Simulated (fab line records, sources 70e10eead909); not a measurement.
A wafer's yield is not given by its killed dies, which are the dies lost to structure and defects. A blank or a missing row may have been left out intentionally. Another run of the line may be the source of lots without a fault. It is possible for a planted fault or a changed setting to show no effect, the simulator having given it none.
fab line records	flow nand_harc
record lots=7	wafers=21	last_day=23
route steps=1159 shown THIN_TSV@1144 END@1159
lots that met no fault: from a run of the same line without faults
start_h: hours from the record's opening day to when the first of the lot's shown wafers began	wait_h: how many hours have passed since the lot's step before this one	" same as the row above	L1.1+2: a single row standing in for several wafers	- either no value or no given start	* or withheld: withheld	< > ~ a bound
route shown NAME@n: a module of which the file shows steps, and the number in the route of the first	usual: the fault-free wafers' mean and standard deviation	same: alike in all rows	chamber/n: place in a boat	sites: each site's reading	_std_site: the standard deviation of these	_edge_site: mean of outer sites minus mean of inner sites	radius_mm: for every site, how far away it sits from the centre of the wafer	mask NAME#n: copy n	behind: the most recent tool/chamber to have shaped the wafer	hold: the reason the lot was held/the length of the hold in hours/how it ended	device: which transistor (n, p or np) failed to switch	end of line: the same wafers' tests at the end of the route	a step given without rows: its recipe and nothing more	killed: at the first sort, the dies lost to defects and structure; wafer yield is something else	map: shows each die of a wafer: x if killed, . if not, _ if none is there
set.NAME: setting as actually run; set.NAME@STEP: the setting as run at that earlier step	model.NAME: the simulator's own value behind a step, which no gauge read
lots at selected steps of the route; one table per step, one row per wafer
services: the hour from which a tool's chamber was out of use, counted from the record's first day as start_h (under 0 if before that day), plus the number of hours and why
## steps
# step NHARC_THIN_TSV_EBR_29
# step NHARC_THIN_TSV_EXPOSE_30
# recipe na=0.55	dose_mj=11.47	mask_id=PAD
# step NHARC_THIN_TSV_PEB_31
# recipe peb_temp_c=118	peb_time_s=85
# step NHARC_THIN_TSV_DEVELOP_32
# recipe time_s=70
# step NHARC_THIN_TSV_CD_MEAS_33
# recipe target_cd_nm=5000	landing_energy_ev=500
# usual cd_nm=4998.9/2.1
lot.wafer	tool	chamber	start_h	wait_h	cd_nm
L648.1	cd_sem-02	0	440.90	-	4997.4
L648.2	"	0	"	"	5000.3
L648.5	"	0	"	"	4998.8
L647.2	cd_sem-02	0	442.01	-	4999.8
L647.4	"	0	"	"	4998.0
L647.5	"	0	"	"	5000.2
L649.1	cd_sem-01	0	462.01	-	4998.4
L649.4	"	0	"	"	4996.3
L649.5	"	0	"	"	4995.3
L658.1	cd_sem-03	0	507.77	-	4999.2
L658.2	"	0	"	"	4999.2
L658.3	"	0	"	"	4999.3
L660.1	cd_sem-03	0	510.03	-	4998.4
L660.4	"	0	"	"	4998.9
L660.5	"	0	"	"	4998.8
L661.3	cd_sem-02	0	526.30	-	5000.3
L661.4	"	0	"	"	5003.9
L661.6	"	0	"	"	5001.4
L665.1	cd_sem-02	0	533.75	-	5001.9
L665.2	"	0	"	"	5000.3
L665.3	"	0	"	"	4997.2
# step NHARC_THIN_TSV_HARDBAKE_34
# recipe temp_c=125	time_s=80
# step NHARC_THIN_TSV_DESCUM_35
# recipe time_s=3	o2_flow_sccm=200	ar_flow_sccm=0	bias_power_w=0	chemistry=O2
# usual drypump_motor_current_A=5.6/0.51	o2_flow_sccm=200.0/0.6	oes_product_au=1.001/0.014	rf_vpp_V=57.6/0.93	showerhead_plenum_p_Torr=1.89/0.078	throttle_valve_pct=11.312/0.0091
lot.wafer	tool	chamber	start_h	wait_h	drypump_motor_current_A	o2_flow_sccm	oes_product_au	rf_hours_counter_h	rf_vpp_V	showerhead_plenum_p_Torr	throttle_valve_pct
L648.2	rie_diel-09	2	441.07	-	6.5	199.6	0.989	0	56.5	1.84	11.315
L648.1	"	3	"	"	5.2	199.5	0.998	0	57.8	1.79	11.306
L648.5	"	2	"	"	6.5	199.3	0.987	-	56.3	1.84	11.301
L647.2	rie_diel-01	2	442.20	-	6.2	200.6	1.023	11	57.4	1.97	11.306
L647.4	"	3	"	"	5.4	199.5	1.014	10	57.4	1.91	11.324
L647.5	"	0	"	"	5.1	200.7	0.986	-	56.8	1.81	11.313
L649.1	rie_diel-06	0	462.20	-	5.0	199.8	1.012	3	56.5	1.84	11.308
L649.5	"	1	"	"	5.4	199.0	0.989	-	59.0	1.94	11.308
L649.4	"	2	"	"	5.8	201.1	1.000	-	59.3	2.03	11.310
L658.3	rie_diel-06	1	507.93	-	5.5	199.3	0.974	9	57.4	1.93	11.318
L658.1	"	2	"	"	5.8	200.4	1.013	9	57.9	2.02	11.304
L658.2	"	0	"	"	5.0	200.5	1.012	9	57.6	1.84	11.328
L660.1	rie_diel-06	1	510.20	-	5.4	199.6	0.990	9	57.1	1.94	11.323
L660.4	"	2	"	"	5.8	200.0	1.028	9	55.9	2.03	11.316
L660.5	"	1	"	"	5.4	199.7	0.998	-	58.3	1.94	11.312
L661.3	rie_diel-01	0	526.48	-	5.2	200.7	0.993	2	59.0	1.81	11.318
L661.4	"	1	"	"	5.6	200.0	0.990	2	59.5	1.81	11.300
L661.6	"	2	"	"	6.2	199.5	1.019	-	57.2	1.97	11.320
L665.1	rie_diel-01	3	533.91	-	5.3	199.8	0.997	1	57.6	1.91	11.302
L665.3	"	1	"	"	5.6	200.3	0.983	2	57.5	1.81	11.315
L665.2	"	2	"	"	6.2	199.0	1.017	2	58.7	1.97	11.309
# step NHARC_THIN_TSV_ETCH_59
# recipe target_depth_a=8800	icp_w=900	bias_w=100	Cl2_flow_sccm=60	bcl3_flow_sccm=30	time_s=138.1	chemistry=Cl2/BCl3
# usual drypump_motor_current_A=5.67/0.27	oes_product_au=0.999/0.013	throttle_valve_pct=22.264/0.0091
lot.wafer	tool	chamber	start_h	wait_h	drypump_motor_current_A	oes_product_au	rf_hours_counter_h	throttle_valve_pct
L648.2	rie_metal-02	1	441.19	0.1	5.55	1.013	1.5	22.257
L648.1	"	0	"	"	5.96	0.992	1.5	22.255
L648.5	"	0	"	"	5.97	0.993	-	22.253
L647.2	rie_metal-03	1	442.37	0.2	5.35	1.014	-	22.270
L647.4	"	1	"	"	5.33	1.018	-	22.258
L647.5	"	1	"	"	5.35	1.025	-	22.273
L649.1	rie_metal-02	0	462.32	0.1	6.00	1.000	2.1	22.255
L649.4	"	0	"	"	5.99	1.016	-	22.266
L649.5	"	1	"	"	5.56	1.007	-	22.259
L658.1	rie_metal-01	0	508.05	0.1	5.39	1.006	5.2	22.257
L658.2	"	1	"	"	6.05	0.980	5.2	22.241
L658.3	"	1	"	"	6.05	0.974	-	22.277
L660.1	rie_metal-02	1	510.32	0.1	5.58	1.005	4.2	22.262
L660.4	"	1	"	"	5.55	1.007	-	22.258
L660.5	"	1	"	"	5.59	1.013	-	22.272
L661.4	rie_metal-03	0	526.65	0.1	5.75	1.003	-	22.252
L661.3	"	1	"	"	5.34	0.975	-	22.260
L661.6	"	0	"	"	5.77	0.996	-	22.274
L665.1	rie_metal-02	0	534.04	0.1	5.95	1.003	4.3	22.282
L665.2	"	1	"	"	5.57	1.004	5.2	22.268
L665.3	"	0	"	"	5.95	1.016	-	22.265
# step NHARC_THIN_TSV_ETCH_36
# recipe target_depth_a=650	over_etch_frac=0.3	time_s=18.571	ion_energy_ev=150	chemistry=Cl2/BCl3
# usual drypump_motor_current_A=5.67/0.28	oes_product_au=1.000/0.012
lot.wafer	tool	chamber	start_h	wait_h	drypump_motor_current_A	oes_product_au	rf_hours_counter_h
L648.1	rie_metal-02	0	441.45	0.2	5.95	1.000	1.7
L648.2	"	1	"	"	5.56	1.010	1.7
L648.5	"	0	"	"	5.96	0.994	-
L647.2	rie_metal-03	1	442.79	0.3	5.36	1.016	-
L647.4	"	1	"	"	5.30	1.009	-
L647.5	"	1	"	"	5.29	1.009	-
L649.1	rie_metal-02	0	462.59	0.2	5.98	1.004	2.3
L649.4	"	0	"	"	5.97	1.005	-
L649.5	"	1	"	"	5.58	1.008	-
L658.2	rie_metal-01	0	508.32	0.2	5.39	1.011	5.3
L658.1	"	1	"	"	6.06	0.973	5.3
L658.3	"	0	"	"	5.38	1.010	-
L660.1	rie_metal-02	0	510.58	0.2	6.02	1.014	3.5
L660.4	"	0	"	"	6.00	1.006	-
L660.5	"	1	"	"	5.59	1.001	-
L661.4	rie_metal-03	0	526.85	0.2	5.79	1.018	-
L661.3	"	1	"	"	5.30	0.986	-
L661.6	"	0	"	"	5.80	1.016	-
L665.2	rie_metal-02	0	534.30	0.2	6.00	1.013	4.5
L665.1	"	1	"	"	5.56	1.014	5.3
L665.3	"	1	"	"	5.55	0.996	-
# step NHARC_THIN_TSV_STRIP_56
# recipe power_w=1500	temp_c=250	chemistry=O2
# usual drypump_motor_current_A=5.49/0.27	heater_power_w=363/14	temp_c=249.99/0.16
lot.wafer	tool	chamber	start_h	wait_h	drypump_motor_current_A	heater_power_w	rf_hours_counter_h	temp_c
L648.1	plasma_asher-02	1	441.56	0.1	5.25	349	19	249.98
L648.2	"	0	"	"	5.67	385	19	249.96
L648.5	"	1	"	"	5.25	355	-	249.97
L647.2	plasma_asher-01	0	442.96	0.2	5.18	333	65	250.10
L647.4	"	1	"	"	5.85	355	-	249.80
L647.5	"	0	"	"	5.20	335	-	250.18
L649.1	plasma_asher-02	1	462.75	0.2	5.31	344	26	250.09
L649.4	"	0	"	"	5.68	378	-	249.63
L649.5	"	1	"	"	5.31	351	-	250.18
L658.1	plasma_asher-01	1	508.76	0.4	5.79	369	14	250.21
L658.2	"	0	"	"	5.20	356	14	249.85
L658.3	"	1	"	"	5.83	374	-	250.11
L660.1	plasma_asher-01	1	510.73	0.1	5.85	362	14	250.07
L660.4	"	1	"	"	5.84	369	-	249.94
L660.5	"	1	"	"	5.88	360	-	249.71
L661.3	plasma_asher-01	1	527.03	0.2	5.82	360	-	250.15
L661.4	"	0	"	"	5.18	374	-	250.06
L661.6	"	1	"	"	5.81	362	-	250.42
L665.2	plasma_asher-02	0	534.39	0.1	5.70	384	53	250.23
L665.1	"	1	"	"	5.29	340	53	249.97
L665.3	"	0	"	"	5.68	377	-	250.08
# step NHARC_THIN_TSV_STRIP_57
# recipe time_s=1200	temp_c=72.5	chemistry=post_etch_residue_remover
# step NHARC_THIN_TSV_CD_MEAS_37
# usual cd_nm=4998/3.5
lot.wafer	tool	chamber	start_h	wait_h	cd_nm
L648.1	cd_sem-01	-	442.36	-	4996
L648.2	"	-	"	"	5002
L648.5	"	-	"	"	4996
L647.2	cd_sem-01	-	443.71	-	4998
L647.4	"	-	"	"	4998
L647.5	"	-	"	"	4998
L649.1	cd_sem-02	-	463.49	-	4994
L649.4	"	-	"	"	4995
L649.5	"	-	"	"	4993
L658.1	cd_sem-03	-	509.55	-	4996
L658.2	"	-	"	"	4999
L658.3	"	-	"	"	5000
L660.1	cd_sem-02	-	511.47	-	4999
L660.4	"	-	"	"	4999
L660.5	"	-	"	"	5000
L661.3	cd_sem-01	-	527.74	-	5002
L661.4	"	-	"	"	5000
L661.6	"	-	"	"	4999
L665.1	cd_sem-02	-	535.19	-	5007
L665.2	"	-	"	"	5002
L665.3	"	-	"	"	5002
# step NHARC_THIN_TSV_ANNEAL_58
# recipe temp_c=400	time_s=1800
# usual run_length_s=1822/11	spike_tc_bottom_C=421.2/1.9	tube_center_temp_C_max=401.05/0.18	zone_power_bottom_pct=5.9/0.7	zone_power_lower_pct=4.48/0.15
lot.wafer	tool	chamber	start_h	wait_h	run_length_s	spike_tc_bottom_C	tube_center_temp_C_max	zone_power_bottom_pct	zone_power_lower_pct
L647.2	furnace-07	-	445.12	1.4	-	-	-	-	-
L647.4	"	-	"	"	-	-	-	-	-
L647.5	"	-	"	"	-	-	-	-	-
L648.1	furnace-07	-	445.12	2.8	-	-	-	-	-
L648.2	"	-	"	"	-	-	-	-	-
L648.5	"	-	"	"	-	-	-	-	-
L649.1	furnace-02	-	466.61	3.1	-	-	-	-	-
L649.4	"	-	"	"	-	-	-	-	-
L649.5	"	-	"	"	-	-	-	-	-
L658.1	furnace-04	0	511.49	1.9	1807	421.1	400.73	5.5	4.33
L658.2	"	0	"	"	1807	421.6	400.81	5.5	4.35
L658.3	"	0	"	"	1807	421.6	401.07	5.5	4.33
L660.1	furnace-07	0	514.25	2.8	1821	419.0	401.03	5.5	4.46
L660.4	"	0	"	"	1821	418.5	401.06	5.5	4.54
L660.5	"	0	"	"	1821	419.1	401.07	5.5	4.41
L661.3	furnace-04	0	531.46	3.7	1809	421.2	401.23	5.6	4.34
L661.4	"	0	"	"	1809	422.6	400.92	5.5	4.42
L661.6	"	0	"	"	1809	420.3	401.00	5.5	4.36
L665.1	furnace-02	0	536.88	1.7	1836	422.8	400.98	7.3	4.71
L665.2	"	0	"	"	1836	423.7	400.96	7.1	4.70
L665.3	"	0	"	"	1836	425.2	401.04	7.1	4.78
# step NHARC_THIN_TSV_INSPECT_40
# usual raw_defect_count=480/77
lot.wafer	tool	chamber	start_h	wait_h	raw_defect_count
L648.1	defect_inspect-01	-	446.57	0.4	582
L648.2	"	-	"	"	503
L648.5	"	-	"	"	465
L647.2	defect_inspect-02	-	446.57	0.4	455
L647.4	"	-	"	"	499
L647.5	"	-	"	"	556
L649.1	defect_inspect-01	-	468.04	0.4	360
L649.4	"	-	"	"	500
L649.5	"	-	"	"	405
L658.1	defect_inspect-01	-	512.94	0.4	509
L658.2	"	-	"	"	508
L658.3	"	-	"	"	524
L660.1	defect_inspect-02	-	515.69	0.4	391
L660.4	"	-	"	"	494
L660.5	"	-	"	"	464
L661.3	defect_inspect-02	-	532.88	0.4	475
L661.4	"	-	"	"	449
L661.6	"	-	"	"	547
L665.1	defect_inspect-01	-	538.30	0.4	572
L665.2	"	-	"	"	422
L665.3	"	-	"	"	576
# step NHARC_END_SORT_01
# recipe temp_c=25
# usual defect_limited_yield=95.5/1.3	killed_at_array=26/8.4	killed_at_other=0.7/0.97	killed_at_periphery=3.2/2.2	killed_dies=30/8.5	killed_open=3.4/2	killed_short=2/1.3	sort_bin_2_pct=1.5/0.52	sort_bin_3_pct=0.21/0.18	sort_bin_4_pct=2.8/0.91	sort_n_pass=647/8.5	sort_rim_yield_pct=94.8/2.7	sort_yield_pct=95.5/1.3
# same gross_dies=677	sort_bin_5_pct[%]=0	sort_bin_6_pct[%]=0	sort_bin_7_pct[%]=0	sort_bin_8_pct[%]=0	sort_rim_n_gross=106.00
lot.wafer	tool	chamber	start_h	wait_h	defect_limited_yield[%]	killed_at_array	killed_at_other	killed_at_periphery	killed_dies	killed_open	killed_short	sort_bin_2_pct[%]	sort_bin_3_pct[%]	sort_bin_4_pct[%]	sort_n_pass	sort_rim_yield_pct[%]	sort_yield_pct[%]
L648.1	prober-02	0	457.39	2.5	95.1	25	3	5	33	2	1	1.8	0.30	2.8	644	94.3	95.1
L648.2	prober-02	0	458.20	2.8	94.5	34	1	2	37	6	1	1.5	0.30	3.7	640	95.3	94.5
L648.5	prober-02	0	460.64	3.8	95.7	22	3	4	29	2	2	0.9	0.44	3.0	648	96.2	95.7
L647.2	prober-01	0	458.14	2.8	98.2	9	0	3	12	6	2	1.0	0	0.7	665	99.1	98.2
L647.4	prober-01	0	459.71	3.4	97.3	14	1	3	18	5	1	1.0	0.15	1.5	659	97.2	97.3
L647.5	prober-01	0	460.50	3.6	97.0	16	0	4	20	8	1	1.0	0	1.9	657	97.2	97.0
L649.1	prober-01	0	471.11	2.5	95.1	26	2	5	33	8	2	1.9	0.15	2.8	644	96.2	95.1
L649.4	prober-01	0	473.53	3.4	96.5	21	0	3	24	3	2	1.2	0.15	2.2	653	94.3	96.5
L649.5	prober-01	0	474.34	3.7	96.2	20	1	5	26	3	1	1.0	0.44	2.4	651	93.4	96.2
L661.3	prober-02	0	538.01	3.1	95.3	31	1	0	32	1	2	1.5	0.15	3.1	645	92.5	95.3
L661.4	prober-02	0	538.80	3.4	93.8	38	2	2	42	6	0	2.8	0.44	3.0	635	91.5	93.8
L661.6	prober-02	0	540.40	4.0	94.5	31	0	6	37	5	4	1.2	0	4.3	640	87.7	94.5
L665.1	prober-02	0	544.19	2.5	94.1	37	0	3	40	7	3	1.3	0	4.6	637	94.3	94.1
L665.2	prober-02	0	544.97	2.8	94.4	32	0	6	38	1	4	1.9	0.59	3.1	639	95.3	94.4
L665.3	prober-02	0	545.76	3.1	95.0	31	0	3	34	3	2	1.8	0	3.2	643	93.4	95.0
# killed by level:class
L648.1 A_CHANNEL_HOLE_D1:chamber_film_flake=10 P_M1:chamber_film_flake=3 A_ZERO_WELL:chamber_film_flake=3 A_CHANNEL_FILL_D1:chamber_film_flake=3 A_WL_FILL:chamber_film_flake=3 A_CONTACT:chamber_film_flake=3 THIN_TSV:chamber_film_flake=3 P_M1:geometric_particle:open=1
L647.2 A_BONDPAD:chamber_film_flake=3 P_GATE:geometric_particle:open=2 A_M1:geometric_particle:open=2 P_M0:geometric_particle:open=1 A_ONON_D1:geometric_particle:short=1 A_CONTACT:geometric_particle:open=1 A_M1:geometric_particle:short=1 A_WL_FILL:chamber_film_flake=1
L648.2 A_CHANNEL_HOLE_D1:chamber_film_flake=17 A_CONTACT:geometric_particle:open=3 A_WL_FILL:chamber_film_flake=3 A_ZERO_WELL:chamber_film_flake=2 A_CHANNEL_FILL_D1:chamber_film_flake=2 A_STAIRCASE:chamber_film_flake=2 A_CONTACT:chamber_film_flake=2 P_M0:geometric_particle:open=1
L647.4 A_CONTACT:chamber_film_flake=4 A_STAIRCASE:chamber_film_flake=3 A_CHANNEL_HOLE_D1:chamber_film_flake=2 A_SLIT:chamber_film_flake=2 P_CONTACT:geometric_particle:open=1 P_M0:geometric_particle:open=1 P_M1:geometric_particle:short=1 A_SGD_CUT:geometric_particle:open=1
L647.5 A_SLIT:chamber_film_flake=4 P_GATE:geometric_particle:open=2 A_M0:geometric_particle:open=2 A_ZERO_WELL:chamber_film_flake=2 P_CONTACT:geometric_particle:open=1 P_M1:geometric_particle:open=1 A_ONON_D1:geometric_particle:open=1 A_ONON_D1:geometric_particle:short=1
L648.5 A_CHANNEL_HOLE_D1:chamber_film_flake=7 A_CONTACT:chamber_film_flake=5 A_ZERO_WELL:chamber_film_flake=3 THIN_TSV:chamber_film_flake=3 P_M1:chamber_film_flake=2 A_WL_FILL:chamber_film_flake=2 P_CONTACT:geometric_particle:open=1 P_M1:geometric_particle:short=1
L649.1 A_SLIT:chamber_film_flake=10 A_CONTACT:chamber_film_flake=5 P_M0:geometric_particle:open=2 A_WL_FILL:chamber_film_flake=2 A_BLC:chamber_film_flake=2 THIN_TSV:chamber_film_flake=2 P_GATE:geometric_particle:open=1 P_M1:geometric_particle:open=1
L649.4 A_SLIT:chamber_film_flake=9 A_CONTACT:geometric_particle:open=2 A_CHANNEL_HOLE_D1:chamber_film_flake=2 A_WL_FILL:chamber_film_flake=2 A_CONTACT:chamber_film_flake=2 A_BLC:chamber_film_flake=2 P_GATE:geometric_particle:open=1 P_GATE:geometric_particle:short=1
L649.5 A_SLIT:chamber_film_flake=7 A_CONTACT:chamber_film_flake=5 A_BLC:chamber_film_flake=4 P_BONDPAD:chamber_film_flake=2 P_CONTACT:geometric_particle:open=1 P_M0:geometric_particle:open=1 A_M0:geometric_particle:open=1 A_M0:geometric_particle:short=1
L661.3 A_STAIRCASE:chamber_film_flake=7 A_SLIT:chamber_film_flake=7 A_CHANNEL_HOLE_D1:chamber_film_flake=5 A_CONTACT:chamber_film_flake=4 A_WL_FILL:chamber_film_flake=3 A_M1:chamber_film_flake=2 A_CHANNEL_FILL_D1:geometric_particle:short=1 A_CONTACT:geometric_particle:open=1
L661.4 A_SLIT:chamber_film_flake=15 A_STAIRCASE:chamber_film_flake=8 A_CHANNEL_HOLE_D1:chamber_film_flake=4 A_CONTACT:geometric_particle:open=3 A_CHANNEL_FILL_D1:chamber_film_flake=2 A_WL_FILL:chamber_film_flake=2 A_CONTACT:chamber_film_flake=2 A_CHANNEL_HOLE_D1:geometric_particle:open=1
L661.6 A_CHANNEL_HOLE_D1:chamber_film_flake=8 A_SLIT:chamber_film_flake=8 A_STAIRCASE:chamber_film_flake=5 A_CONTACT:chamber_film_flake=4 A_CONTACT:geometric_particle:open=3 P_STI:geometric_particle:short=2 P_M0:geometric_particle:open=2 P_M0:geometric_particle:short=1
L665.1 A_CHANNEL_HOLE_D1:chamber_film_flake=24 A_ZERO_WELL:chamber_film_flake=3 P_GATE:geometric_particle:open=2 A_SGD_CUT:geometric_particle:open=2 A_CONTACT:chamber_film_flake=2 P_CONTACT:geometric_particle:short=1 A_ONON_D1:geometric_particle:open=1 A_CHANNEL_HOLE_D1:geometric_particle:short=1
L665.2 A_CHANNEL_HOLE_D1:chamber_film_flake=19 A_ZERO_WELL:chamber_film_flake=4 A_CONTACT:chamber_film_flake=3 P_ZERO_WELL:chamber_film_flake=2 P_GATE:chamber_film_flake=2 P_CONTACT:geometric_particle:short=1 A_SOURCE_PLATE:geometric_particle:short=1 A_ONON_D1:geometric_particle:open=1
L665.3 A_CHANNEL_HOLE_D1:chamber_film_flake=19 A_CONTACT:chamber_film_flake=4 A_M0:geometric_particle:open=2 P_M2:chamber_film_flake=2 P_CONTACT:geometric_particle:open=1 A_SGD_CUT:geometric_particle:short=1 A_M0:geometric_particle:short=1 A_CHANNEL_FILL_D1:chamber_film_flake=1
## services
tool	chamber	start_h	hours	kind
furnace-04	-	418.26	1.3	repair
rie_diel-06	-	419.30	9.0	pm
rie_diel-01	0	428.35	2.5	repair
rie_diel-09	-	431.10	9.0	pm
rie_metal-03	0	441.57	10.0	repair
furnace-07	-	450.65	2.8	repair
plasma_asher-01	-	450.66	13.9	repair
rie_metal-03	-	453.00	9.0	pm
rie_metal-03	0	453.00	9.0	vent_cycle
rie_metal-03	1	453.00	9.0	vent_cycle
rie_diel-06	3	454.55	16.7	repair
rie_metal-03	0	462.00	-	clean
rie_metal-03	1	462.00	-	clean
rie_metal-01	0	464.33	7.6	repair
plasma_asher-01	0	473.54	-	clean
plasma_asher-01	1	473.54	-	clean
rie_metal-02	0	480.57	18.5	repair
rie_diel-01	-	491.86	9.0	pm
plasma_asher-02	-	505.78	0.5	repair
rie_metal-01	-	509.00	9.0	pm
rie_metal-01	-	523.13	0.4	repair
rie_diel-01	1	526.66	2.9	repair
rie_diel-01	3	527.39	5.3	repair
plasma_asher-01	-	527.92	2.7	repair
## key
first_sign step=NHARC_THIN_TSV_ANNEAL_58	reading=tool_record	direction=missing
effect none on later readings
met_at NHARC_THIN_TSV_ANNEAL_58
struck_wafers L647.2,L647.4,L647.5,L648.1,L648.2,L648.5,L649.1,L649.4,L649.5
fault kind=skipped_step_whole	tool=furnace-02,furnace-07	chamber=-	onset_h=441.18	steps=NHARC_THIN_TSV_ANNEAL_58	scope=struck_lots_only
